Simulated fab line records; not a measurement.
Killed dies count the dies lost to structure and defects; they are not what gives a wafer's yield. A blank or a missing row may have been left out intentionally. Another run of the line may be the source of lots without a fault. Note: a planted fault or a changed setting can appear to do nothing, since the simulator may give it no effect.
Comparing a struck lot with a sound one | flow n5Finfet | 36 out of 1938 route steps
Sound: the wafers L338.1, L338.3, L338.6. Struck: wafer L359.1. (L359.3 of the same lot was not struck and is left out.) The cause comes at the end.
Each step with rows lists, per side, the tool, then ch with its chambers, then its first start. Under that, the readings that differ: sound wafers | struck wafers | difference of the means | sigmas: that difference in standard deviations of wafers without a fault.
alike: a reading whose means differ by less than 2 such deviations, as well as words and numbers matching on both sides. not compared: withheld readings; readings where some wafer has no value; bounds like >300 that might hide an equal value; numbers whose values overlap and for which the record gives no deviation.
A row with sigmas, a row that says differs or no value, or rows on one side alone: a step with any of these is where the two part. When numbers do not overlap yet have no deviation, they are printed without sigmas and do not part them. A reading missing from all wafers of one side parts the sides only when that side holds two or more wafers.

first, 9 steps without rows for these wafers: N5_BEOL_M4_ANNEAL_95 (time 240 s); N5_BEOL_M4_SPUTTER_96 (material Cu, target thk 4.5 nm, time 8.29 s); N5_BEOL_M4_ECD_50 (material Cu, target thk 300 nm); N5_BEOL_M4_ANNEAL_51 (time 90 s); N5_BEOL_M4_CMP_52 (polishes, stops on SiOC, t overpolish 6.8 s, target thk 40 nm); N5_BEOL_M4_PRE_CLEAN_60 (time 15 s); N5_BEOL_M4_CO_CAP_55 (material Co, precursor CCTBA/H2, target thk 2 nm, time 102.1 s); N5_BEOL_M4_PRE_CLEAN_56 (time 15 s); N5_BEOL_M4_DEP_57 (deposits SiCN from 3MS/NH3, target thk 8 nm, time 14 s).
N5_BEOL_M4_RC_MEAS_101:
  sound on prober-02 ch 0, day 15 11:37; struck on prober-01 ch 0, day 19 04:07
  alike: DIBL_N, DIBL_P, IOFF_N, IOFF_P, ION_N, ION_P, SS_N, SS_P, VT_N, VT_P
then, 24 steps without rows for these wafers: N5_BEOL_M5_ILD_DEP_00 (deposits SiCOH lowk from DEMS/porogen, target thk 140.64 nm, time 25.9 s); N5_BEOL_M5_CURE_79 (cures SiCOH lowk, time 240 s); N5_BEOL_M5_PECVD_70 (deposits SiO2 from TEOS/O2, target thk 16 nm, time 18 s); N5_BEOL_M5_HM_DEP_02 (deposits TiN, target thk 20 nm); N5_BEOL_M5_COAT_59 (time 60 s, resist thk 60 nm); N5_BEOL_M5_COAT_60 (time 60 s, resist thk 12 nm); N5_BEOL_M5_COAT_71 (time 60 s, resist thk 5 nm); N5_BEOL_M5_COAT_05 (resist thk 30 nm); N5_BEOL_M5_EBR_07; N5_BEOL_M5_SOFTBAKE_06 (time 60 s); N5_BEOL_M5_EXPOSE_08 (exposes mask M5, target cd 28 nm); N5_BEOL_M5_PEB_09 (peb time 60 s); N5_BEOL_M5_DEVELOP_10 (develop time 30 s); N5_BEOL_M5_DESCUM_16 (chemistry O2, time 7 s); N5_BEOL_M5_ETCH_72 (etches underlayer in N2/H2, target depth 6.5 nm, time 5.2 s); N5_BEOL_M5_ETCH_61 (etches SiARC in CF4, target depth 15.6 nm, time 26 s); N5_BEOL_M5_ETCH_62 (etches SOC in N2/H2, target depth 75 nm, overetch 15 nm, time 112.5 s); N5_BEOL_M5_STRIP_63 (strips in N2/H2); N5_BEOL_M5_STRIP_73 (strips in N2/H2); N5_BEOL_M5_STRIP_64 (strips in CF4); N5_BEOL_M5_HM_OPEN_17 (chemistry Cl2/BCl3, target TiN, target depth 20 nm, overetch 6 nm); N5_BEOL_M5_STRIP_19 (strips in O2); N5_BEOL_M5_COAT_65 (time 60 s, resist thk 60 nm); N5_BEOL_M5_COAT_66 (time 60 s, resist thk 12 nm).
N5_BEOL_M5_VIA_ETCH_34: etches SiCOH lowk in C4F6/O2, target depth 88.3 nm, time 39.2 s.
  sound on rieDiel-04 ch 1,3, day 15 15:11; struck on rieDiel-04 ch 3, day 19 10:01
reading                                 | sound             | struck | difference | sigmas
throttleValvePct (%)                    | 21.35 20.69 21.34 | 20.72  | -0.41      | -2
model.etch.depthNm (nm)                 | 88.79 86.5 88.81  | 68.83  | -19.20     | 
model.SOC_of_BEOL_M5_COAT_65.thkNm (nm) | 55.6 55.8 55.6    | 56.8   | +1.1       | 
  alike: biasW, drypumpMotorCurrentA, oes_ar_750_au, oes_o_777_au, oesProductAu, rfVppV, showerheadPlenumPTorr
  not compared: rfHoursCounterH
-- record jumps: 5 days separate the struck wafers' starts on either side; left off in module BEOL_M5, taken up again in module PASSIVATION, whose first shown step is the route's number 1936 --
N5_PASSIVATION_PROBE_49:
  sound on prober-02, day 20 13:14; struck on prober-01, day 23 22:16
reading                 | sound          | struck | difference | sigmas
defectLimitedYield (%)  | 90.8 89.2 90.6 | 82.7   | -7.5       | -5
killed_at_M4_up         | 12 14 9        | 104    | +92        | +17
killedDies              | 109 128 111    | 204    | +88        | +5
sort_bin_5_function (%) | 5.5 6.5 5.3    | 12.5   | +6.7       | +6
sortNPass               | 1071 1052 1069 | 976    | -88        | -5
sortYieldPct (%)        | 90.8 89.2 90.6 | 82.7   | -7.5       | -5
  alike: killed_at_M0_to_M3, killedAtContacts, killedAtFrontEnd, killedAtOther, killedOpen, killedShort, sort_bin_6_memory

## WHERE THEY PART
First at N5_BEOL_M5_VIA_ETCH_34; last, within this record, at N5_PASSIVATION_PROBE_49.

WHY: whatever the simulator had introduced
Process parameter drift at N5_BEOL_M5_VIA_ETCH_34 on rieDiel-04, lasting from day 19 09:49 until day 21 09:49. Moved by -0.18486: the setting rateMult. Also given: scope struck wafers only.
